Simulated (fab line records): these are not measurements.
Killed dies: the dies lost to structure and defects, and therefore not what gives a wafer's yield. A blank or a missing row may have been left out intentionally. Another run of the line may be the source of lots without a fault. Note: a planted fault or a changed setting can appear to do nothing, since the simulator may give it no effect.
Lot-split experiment -- flow n5Finfet -- 39 wafers read across 7 lots, on a route 1938 steps long

== ABOUT THE SPLIT ==
At N5_MIM_BOT_LITHO_DEVELOP_07 (develop time 60 s), the setting developTimeS was moved away from the recipe's 60 s on 12 of the 39 wafers read, by -24.3% to +50.8%. This setting was run at the recipe's value on the other wafers.

== FROM THE SPLIT ON TO THE READING: in between, the file shows 1 step ==
- N5_MIM_BOT_LITHO_HARDBAKE_09: time 120 s

== THE READING ==
cdNm at N5_MIM_BOT_LITHO_CD_MEAS_08, given in nm (cd target 3000 nm). A value of 3000.9 nm with a standard deviation of 1.4 nm is what fault-free wafers of this fab line usually give.

wafer,"tool, chamber at the split","developTimeS as run, s",against the recipe,"cdNm, nm",against lot-mates on the recipe
L075.1,"lithoTrack-01, 0",90.46,+50.8%,3008.7,+6.8
L075.2,"lithoTrack-01, 0",60,recipe,3002.3,-
L075.3,"lithoTrack-01, 0",90.46,+50.8%,3011.3,+9.4
L075.4,"lithoTrack-01, 0",60,recipe,3002.0,-
L075.5,"lithoTrack-01, 0",90.46,+50.8%,3008.6,+6.7
L075.6,"lithoTrack-01, 0",60,recipe,3001.4,-
L077.1,"lithoTrack-04, 0",60,recipe,3000.5,-
L077.2,"lithoTrack-04, 0",60,recipe,3002.3,-
L077.3,"lithoTrack-04, 0",60,recipe,3000.2,-
L077.4,"lithoTrack-04, 0",60,recipe,3000.4,-
L077.5,"lithoTrack-04, 0",60,recipe,3001.6,-
L077.6,"lithoTrack-04, 0",60,recipe,3000.5,-
L076.1,"lithoTrack-05, 0",60,recipe,2999.2,-
L076.2,"lithoTrack-05, 0",60,recipe,3000.0,-
L076.3,"lithoTrack-05, 0",60,recipe,3000.2,-
L076.4,"lithoTrack-05, 0",60,recipe,3000.6,-
L076.5,"lithoTrack-05, 0",60,recipe,2999.9,-
L076.6,"lithoTrack-05, 0",60,recipe,2999.5,-
L078.1,"lithoTrack-04, 0",45.4,-24.3%,2997.2,-5.5
L078.2,"lithoTrack-04, 0",60,recipe,3002.3,-
L078.3,"lithoTrack-04, 0",60,recipe,3002.1,-
L078.4,"lithoTrack-04, 0",45.4,-24.3%,2996.2,-6.5
L078.5,"lithoTrack-04, 0",60,recipe,3003.6,-
L078.6,"lithoTrack-04, 0",45.4,-24.3%,2997.0,-5.7
L081.1,"lithoTrack-01, 0",60,recipe,2999.1,-
L081.4,"lithoTrack-01, 0",60,recipe,2999.4,-
L081.6,"lithoTrack-01, 0",60,recipe,3001.3,-
L084.1,"lithoTrack-01, 0",60,recipe,3000.1,-
L084.2,"lithoTrack-01, 0",78.69,+31.1%,3005.7,+4.1
L084.3,"lithoTrack-01, 0",60,recipe,3001.7,-
L084.4,"lithoTrack-01, 0",78.69,+31.1%,3008.2,+6.6
L084.5,"lithoTrack-01, 0",60,recipe,3002.9,-
L084.6,"lithoTrack-01, 0",78.69,+31.1%,3005.0,+3.4
L090.1,"lithoTrack-05, 0",60,recipe,3001.3,-
L090.2,"lithoTrack-05, 0",84.8,+41.3%,3008.5,+7.2
L090.3,"lithoTrack-05, 0",60,recipe,3001.1,-
L090.4,"lithoTrack-05, 0",84.8,+41.3%,3008.2,+6.9
L090.5,"lithoTrack-05, 0",60,recipe,3001.5,-
L090.6,"lithoTrack-05, 0",84.8,+41.3%,3007.4,+6.1

FIT RESULTS
A straight line over all 39 wafers: cdNm changes by +0.17 nm for each +1% of developTimeS; r = +0.95; the points scatter about the line by 1.1 nm.
The same after taking each lot's own level away (the mean of its wafers on the recipe; 39 wafers): +0.168 nm for each +1%; r = +0.96; scatter 0.97 nm.
According to that fit, moving developTimeS by its largest amount changes the reading by 8.5 nm.
Across the lots, their own levels run from 2999.90 to 3002.67 nm, a range of 2.0 times the standard deviation given above.
The two slopes agree, so the slope changes little with the lot-to-lot level.
Check: +8.52 nm against its lot-mates is what the line predicts for one of the wafers moved furthest among these (+50.8%) when that wafer is left out of the fit. Against them it came out at +6.8 nm.

== FURTHER SPLITS ON THESE WAFERS ==
Other splits were also applied to these wafers ahead of the reading. Each is held against what the fit with the lots' levels taken away leaves over:
other split on the same wafers,wafers away from the commonest value,r with cdNm (lot level and that fit taken away)
N5_BEOL_M13_ILD_DEP_00 timeS,9,+0.01

== FILE'S OWN FIT ==
cdNm changes by +0.164 nm for each +1% of developTimeS, r = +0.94.
